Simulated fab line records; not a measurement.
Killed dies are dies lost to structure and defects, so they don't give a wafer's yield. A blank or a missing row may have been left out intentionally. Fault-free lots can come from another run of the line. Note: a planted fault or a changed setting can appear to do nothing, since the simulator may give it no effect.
Commonality check across tools / flow nand_harc / Sample size 13 lots and 39 wafers

== WHY IT WAS OPENED ==
Flagged at NHARC_END_SORT_01: reading killed_at_periphery, on 2 of 13 lots. No-fault wafers: 3.6, standard deviation 2.6.
Rule: a lot is flagged in two cases, either no wafer of it has a number, or all its wafers with numbers fall more than 4 standard deviations from that mean. All remaining lots are regarded as sound.

lot=L907; measured=day 25 11:00; on=prober-01; killed_at_periphery, wafer by wafer=0 0 2; flag=
lot=L906; measured=day 25 12:36; on=prober-02; killed_at_periphery, wafer by wafer=2 4 4; flag=
lot=L909; measured=day 26 03:02; on=prober-02; killed_at_periphery, wafer by wafer=2 5 6; flag=
lot=L910; measured=day 26 03:20; on=prober-01; killed_at_periphery, wafer by wafer=2 1 4; flag=
lot=L911; measured=day 26 09:16; on=prober-02; killed_at_periphery, wafer by wafer=9 10 6; flag=
lot=L913; measured=day 27 12:19; on=prober-02; killed_at_periphery, wafer by wafer=7 3 6; flag=
lot=L915; measured=day 28 12:35; on=prober-01; killed_at_periphery, wafer by wafer=3 4 3; flag=
lot=L914; measured=day 29 05:36; on=prober-01; killed_at_periphery, wafer by wafer=3 4 5; flag=
lot=L917; measured=day 29 15:25; on=prober-02; killed_at_periphery, wafer by wafer=3 8 6; flag=
lot=L922; measured=day 30 18:21; on=prober-01; killed_at_periphery, wafer by wafer=3 4 4; flag=
lot=L920; measured=day 31 02:01; on=prober-02; killed_at_periphery, wafer by wafer=619 646 635; flag=FLAGGED
lot=L919; measured=day 31 10:37; on=prober-01; killed_at_periphery, wafer by wafer=584 611 603; flag=FLAGGED
lot=L928; measured=day 33 21:04; on=prober-02; killed_at_periphery, wafer by wafer=3 2 5; flag=
Averaged over the flagged lots the numbers come to 616.3, +612.7 from the usual (+99 or more standard deviations).

== EACH LOT AND THE TOOL IT RAN ON ==
3 process steps preceding the reading are held in the record, out of 1302 steps in the route. Cell contents, in order: the tool; ch with the chambers the sampled wafers went through; the start.
lot=L907; flag=; NHARC_P_GATE_DESCUM_61=rie_diel-02 ch 1,2, day 6 15:11; NHARC_P_GATE_STRIP_95=plasma_asher-01 ch 0,1, day 6 17:51; NHARC_P_GATE_RTA_80=rtp_anneal-02 ch 0, day 6 19:01
lot=L906; flag=; NHARC_P_GATE_DESCUM_61=rie_diel-04 ch 0,1,3, day 5 22:33; NHARC_P_GATE_STRIP_95=plasma_asher-01 ch 0,1, day 6 01:22; NHARC_P_GATE_RTA_80=rtp_anneal-01 ch 0, day 6 02:34
lot=L909; flag=; NHARC_P_GATE_DESCUM_61=rie_diel-09 ch 0,2,3, day 7 11:59; NHARC_P_GATE_STRIP_95=plasma_asher-01 ch 0,1, day 7 15:06; NHARC_P_GATE_RTA_80=rtp_anneal-01 ch 0, day 7 16:25
lot=L910; flag=; NHARC_P_GATE_DESCUM_61=rie_diel-02 ch 0,1,2, day 7 12:43; NHARC_P_GATE_STRIP_95=plasma_asher-02 ch 0,1, day 7 15:29; NHARC_P_GATE_RTA_80=rtp_anneal-01 ch 0, day 7 16:40
lot=L911; flag=; NHARC_P_GATE_DESCUM_61=rie_diel-02 ch 1,2,3, day 7 22:25; NHARC_P_GATE_STRIP_95=plasma_asher-02 ch 0,1, day 8 01:05; NHARC_P_GATE_RTA_80=rtp_anneal-02 ch 0, day 8 02:16
lot=L913; flag=; NHARC_P_GATE_DESCUM_61=rie_diel-09 ch 1,2,3, day 8 23:07; NHARC_P_GATE_STRIP_95=plasma_asher-02 ch 0,1, day 9 01:55; NHARC_P_GATE_RTA_80=rtp_anneal-02 ch 0, day 9 03:13
lot=L915; flag=; NHARC_P_GATE_DESCUM_61=rie_diel-02 ch 0,1, day 9 18:23; NHARC_P_GATE_STRIP_95=plasma_asher-02 ch 0,1, day 9 21:04; NHARC_P_GATE_RTA_80=rtp_anneal-01 ch 0, day 9 22:18
lot=L914; flag=; NHARC_P_GATE_DESCUM_61=rie_diel-09 ch 0,1,3, day 9 13:15; NHARC_P_GATE_STRIP_95=plasma_asher-02 ch 0,1, day 9 16:07; NHARC_P_GATE_RTA_80=rtp_anneal-02 ch 0, day 9 17:19
lot=L917; flag=; NHARC_P_GATE_DESCUM_61=rie_diel-02 ch 0,1,2, day 10 12:44; NHARC_P_GATE_STRIP_95=plasma_asher-02 ch 0,1, day 10 15:25; NHARC_P_GATE_RTA_80=rtp_anneal-02 ch 0, day 10 16:35
lot=L922; flag=; NHARC_P_GATE_DESCUM_61=rie_diel-02 ch 0,1,3, day 12 13:34; NHARC_P_GATE_STRIP_95=plasma_asher-01 ch 0,1, day 12 16:22; NHARC_P_GATE_RTA_80=rtp_anneal-02 ch 0, day 12 17:31
lot=L920; flag=FLAGGED; NHARC_P_GATE_DESCUM_61=rie_diel-02 ch 1,2,3, day 11 21:55; NHARC_P_GATE_STRIP_95=plasma_asher-02 ch 1, day 12 00:41; NHARC_P_GATE_RTA_80=rtp_anneal-01, day 12 01:52
lot=L919; flag=FLAGGED; NHARC_P_GATE_DESCUM_61=rie_diel-09 ch 0,1,3, day 11 19:11; NHARC_P_GATE_STRIP_95=plasma_asher-02 ch 0,1, day 11 22:02; NHARC_P_GATE_RTA_80=rtp_anneal-01, day 11 23:14
lot=L928; flag=; NHARC_P_GATE_DESCUM_61=rie_diel-02 ch 1,2,3, day 15 01:10; NHARC_P_GATE_STRIP_95=plasma_asher-01 ch 1, day 15 03:58; NHARC_P_GATE_RTA_80=rtp_anneal-02 ch 0, day 15 05:09
What is done by these steps:
- NHARC_P_GATE_DESCUM_61: chemistry O2, time 3 s.
- NHARC_P_GATE_STRIP_95: strips in O2.
- NHARC_P_GATE_RTA_80: time 30 s.
- NHARC_END_SORT_01

== FLAGGED OVER TOTAL, TOOL BY TOOL (the gauges that took the reading come last) ==
step=NHARC_P_GATE_DESCUM_61; tool=rie_diel-02; lots run=8; flagged=1; share of the flagged lots=some; sound lots run after its first flagged lot=2 (L922,L928)
step=NHARC_P_GATE_DESCUM_61; tool=rie_diel-04; lots run=1; flagged=0; share of the flagged lots=none; sound lots run after its first flagged lot=-
step=NHARC_P_GATE_DESCUM_61; tool=rie_diel-09; lots run=4; flagged=1; share of the flagged lots=some; sound lots run after its first flagged lot=0
step=NHARC_P_GATE_STRIP_95; tool=plasma_asher-01; lots run=5; flagged=0; share of the flagged lots=none; sound lots run after its first flagged lot=-
step=NHARC_P_GATE_STRIP_95; tool=plasma_asher-02; lots run=8; flagged=2; share of the flagged lots=all; sound lots run after its first flagged lot=0
step=NHARC_P_GATE_RTA_80; tool=rtp_anneal-01; lots run=6; flagged=2; share of the flagged lots=all; sound lots run after its first flagged lot=0
step=NHARC_P_GATE_RTA_80; tool=rtp_anneal-02; lots run=7; flagged=0; share of the flagged lots=none; sound lots run after its first flagged lot=-
step=NHARC_END_SORT_01; tool=prober-01; lots run=6; flagged=1; share of the flagged lots=some; sound lots run after its first flagged lot=0
step=NHARC_END_SORT_01; tool=prober-02; lots run=7; flagged=1; share of the flagged lots=some; sound lots run after its first flagged lot=1 (L928)

== WHAT THE TABLE PERMITS ==
Every flagged lot went through 2 rows of the table: plasma_asher-02 at NHARC_P_GATE_STRIP_95 and rtp_anneal-01 at NHARC_P_GATE_RTA_80.
- plasma_asher-02 at NHARC_P_GATE_STRIP_95 ran 8 lots, 2 of them flagged. Its last sound lot is L917 (day 10 15:25), its first flagged lot L919 (day 11 22:02): a fault that began between those two fits.
- rtp_anneal-01 at NHARC_P_GATE_RTA_80 ran 6 lots, 2 of them flagged. Its last sound lot is L915 (day 9 22:18), its first flagged lot L919 (day 11 23:14): a fault that began between those two fits. On the flagged lots its readings are blank where sound lots have values: anneal_temp_c_max, lamp_power_pct, wafer_temp_C_max.
These 2 tools cannot be told apart by counting lots, since each of them fits a fault that started at some hour. More lots, or a look at what each step does to the wafer, might.

== WHAT THE SIMULATOR HAD PUT IN ==
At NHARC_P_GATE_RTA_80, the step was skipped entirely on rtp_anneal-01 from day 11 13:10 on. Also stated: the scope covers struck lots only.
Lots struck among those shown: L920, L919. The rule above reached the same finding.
